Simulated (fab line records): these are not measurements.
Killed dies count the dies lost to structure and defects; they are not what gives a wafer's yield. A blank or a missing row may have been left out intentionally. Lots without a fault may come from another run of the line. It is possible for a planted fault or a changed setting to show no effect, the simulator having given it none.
Lot-split experiment | flow n5Finfet | 21 wafers read across 7 lots, on a route 1938 steps long

== ON THE SPLIT ==
At N5_PASSIVATION_EXPOSE_27 (exposes mask PAD, defocus 0 nm), the setting doseMj was moved away from the recipe's 32.3 on 6 of the 21 wafers read, by -5.0% to +7.3%. All remaining wafers had this setting at the recipe value.

== FROM THE SPLIT TO THE READING: what the file shows between them, 3 steps ==
- N5_PASSIVATION_PEB_28
- N5_PASSIVATION_DEVELOP_29: develop time 60 s
- N5_PASSIVATION_HARDBAKE_31: time 120 s

== THE READING ==
cdNm (nm) at N5_PASSIVATION_CD_MEAS_30, where the cd target is 4000 nm. Fault-free wafers of this fab line usually give 4000.2 nm, standard deviation 1.3 nm.

wafer  | tool, chamber at the split | doseMj as run | against the recipe | cdNm, nm | against lot-mates on the recipe
L079.1 | krfScanner-01, 0           | 32.3          | recipe             | 3999.6   | -
L079.2 | krfScanner-01, 0           | 32.3          | recipe             | 3999.6   | -
L079.3 | krfScanner-01, 0           | 32.3          | recipe             | 4001.7   | -
L080.3 | krfScanner-01, 0           | 32.3          | recipe             | 4000.0   | -
L080.4 | krfScanner-01, 0           | 32.3          | recipe             | 3999.9   | -
L080.6 | krfScanner-01, 0           | 32.3          | recipe             | 4002.4   | -
L081.1 | krfScanner-01, 0           | 34.66         | +7.3%              | 4013.5   | +14.1
L081.4 | krfScanner-01, 0           | 32.3          | recipe             | 3999.4   | -
L081.6 | krfScanner-01, 0           | 34.66         | +7.3%              | 4013.3   | +13.9
L082.2 | krfScanner-01, 0           | 32.3          | recipe             | 4001.4   | -
L082.3 | krfScanner-01, 0           | 32.3          | recipe             | 3999.3   | -
L082.4 | krfScanner-01, 0           | 32.3          | recipe             | 4000.1   | -
L088.3 | krfScanner-02, 0           | 30.69         | -5.0%              | 3991.9   | -8.1
L088.4 | krfScanner-02, 0           | 32.3          | recipe             | 4000.0   | -
L088.6 | krfScanner-02, 0           | 30.69         | -5.0%              | 3989.9   | -10.1
L097.4 | krfScanner-02, 0           | 34.31         | +6.2%              | 4007.7   | +8.4
L097.5 | krfScanner-02, 0           | 32.3          | recipe             | 3999.3   | -
L097.6 | krfScanner-02, 0           | 34.31         | +6.2%              | 4009.9   | +10.6
L096.1 | krfScanner-02, 0           | 32.3          | recipe             | 3999.1   | -
L096.5 | krfScanner-02, 0           | 32.3          | recipe             | 3999.0   | -
L096.6 | krfScanner-02, 0           | 32.3          | recipe             | 3999.5   | -

THE FIT
A straight line over all 21 wafers: cdNm changes by +1.7 nm for each +1% of doseMj; r = +0.98; the points scatter about the line by 1.2 nm.
The same after taking each lot's own level away (the mean of its wafers on the recipe; 21 wafers): +1.77 nm for each +1%; r = +0.99; scatter 1 nm.
The reading moves by 13 nm for the largest change in doseMj, on that fit.
From 3999.20 to 4000.77 nm: that is the span of the lots' own levels, equal to 1.2 times the standard deviation above.
Hence the lot-to-lot level has little effect on the slope; both slopes agree.
Check: +12.5 nm against its lot-mates is what the line predicts for one of the wafers moved furthest among these (+7.3%) when that wafer is left out of the fit. Against them it came out at +14.1 nm.

== OTHER SPLITS ON THESE WAFERS ==
Before the reading, these wafers also passed through other splits. Each is held against what the fit with the lots' levels taken away leaves over:
other split on the same wafers | wafers away from the commonest value | r with cdNm (lot level and that fit taken away)
N5_BEOL_M14_PEB_08 pebTempC    | 8                                    | +0.30
N5_BEOL_M14_DEP_53 timeS       | 9                                    | -0.07
N5_BEOL_M15_EXPOSE_25 doseMj   | 7                                    | +0.22
N5_PASSIVATION_AL_DEP_21 timeS | 7                                    | +0.25

== THE FILE'S OWN FIT ==
cdNm changes by +1.76 nm for each +1% of doseMj, r = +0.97.
